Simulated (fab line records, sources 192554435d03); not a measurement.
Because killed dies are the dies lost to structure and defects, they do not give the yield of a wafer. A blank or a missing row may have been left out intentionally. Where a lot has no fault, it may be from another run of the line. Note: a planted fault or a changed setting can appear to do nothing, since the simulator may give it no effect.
Lot-split experiment	flow n5-finfet	on a route of 1938 steps: 7 lots, 21 wafers read

== ON THE SPLIT ==
At N5_BEOL_M13_ETCH_59 (etches BARC in N2/H2, target depth 89 nm, overetch 26.7 nm, time 67.9 s), the setting time-s was moved away from the recipe's 67.9 s on 7 of the 21 wafers read, by -14.4% to +12.7%. For the rest of the wafers, this setting stayed at what the recipe calls for.

The split's own step is where the reading is taken.

== THE READING ==
coat_of_BEOL_M13_COAT_04.thk-nm (the simulator's own value, which no gauge read), in nm, at N5_BEOL_M13_ETCH_59 (etches BARC in N2/H2, target depth 89 nm, overetch 26.7 nm, time 67.9 s). There is no usual value for it anywhere in the file. Average 316.8 nm, standard deviation 1.3 nm, over the 14 wafers here run with the recipe.

wafer	tool, chamber at the split	time-s as run, s	against the recipe	coat_of_BEOL_M13_COAT_04.thk-nm, nm	against lot-mates on the recipe
L074.3	rie-diel-04, 2,0	76.52	+12.7%	309	-6.2
L074.6	rie-diel-04, 2,0	76.52	+12.7%	309	-6.2
L074.5	rie-diel-04, 3	67.9	recipe	315.2	-
L076.1	rie-diel-03, 3	58.14	-14.4%	328	+10.4
L076.4	rie-diel-03, 0	67.9	recipe	317.6	-
L076.6	rie-diel-03, 1	58.14	-14.4%	329	+11.4
L079.1	rie-diel-01, 2	67.9	recipe	316	-
L079.2	rie-diel-01, 1	67.9	recipe	317.2	-
L079.6	rie-diel-01, 1	67.9	recipe	317.4	-
L082.4	rie-diel-04, 1	67.9	recipe	314.8	-
L082.5	rie-diel-04, 0	72.96	+7.5%	313	-1.8
L082.6	rie-diel-04, 3	72.96	+7.5%	312.8	-2.0
L085.4	rie-diel-03, 1	67.9	recipe	318.4	-
L085.5	rie-diel-03, 0	67.9	recipe	317.4	-
L085.6	rie-diel-03, 1	67.9	recipe	318	-
L087.1	rie-diel-04, 1	67.9	recipe	315.2	-
L087.2	rie-diel-04, 2	67.9	recipe	314.8	-
L087.4	rie-diel-04, 0	67.9	recipe	317.2	-
L090.2	rie-diel-01, 3	76.55	+12.7%	311.8	-6.4
L090.5	rie-diel-01, 0,3	67.9	recipe	318.2	-
L090.6	rie-diel-01, 0,3	67.9	recipe	318.2	-
Where a row lists several chambers, the file gives one row for several wafers and doesn't say which wafer went through which chamber.

FIT RESULTS
A straight line over all 21 wafers: coat_of_BEOL_M13_COAT_04.thk-nm changes by -0.664 nm for each +1% of time-s; r = -0.95; the points scatter about the line by 1.5 nm.
The same after taking each lot's own level away (the mean of its wafers on the recipe; 21 wafers): -0.591 nm for each +1%; r = -0.96; scatter 1.2 nm.
On that fit, the largest move of time-s shifts the reading by 8.5 nm.
The lots' own levels span 314.80 to 318.20 nm, that is 2.6 times the standard deviation above.
So the slope is not independent of the lot-to-lot level: the two fits are not the same.
Check: for one of the wafers moved furthest among these (-14.4%), held out of the fit, the line's prediction against its lot-mates is +8.62 nm. Against them it came out at +10.4 nm.

== ADDITIONAL SPLITS CARRIED BY THESE WAFERS ==
Before the reading, these wafers also passed through other splits. Each is held against what the fit with the lots' levels taken away leaves over:
other split on the same wafers	wafers away from the commonest value	r with coat_of_BEOL_M13_COAT_04.thk-nm (lot level and that fit taken away)
N5_BEOL_M10_PEB_26 peb-time-s	5	-0.33
N5_BEOL_M11_HM_DEP_02 target-thk-a	6	-0.02
N5_BEOL_M12_ILD_DEP_00 time-s	6	-0.16
N5_BEOL_M12_PEB_08 peb-time-s	5	+0.26

== THE FILE'S OWN FIT ==
coat_of_BEOL_M13_COAT_04.thk-nm changes by -0.565 nm for each +1% of time-s, r = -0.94.
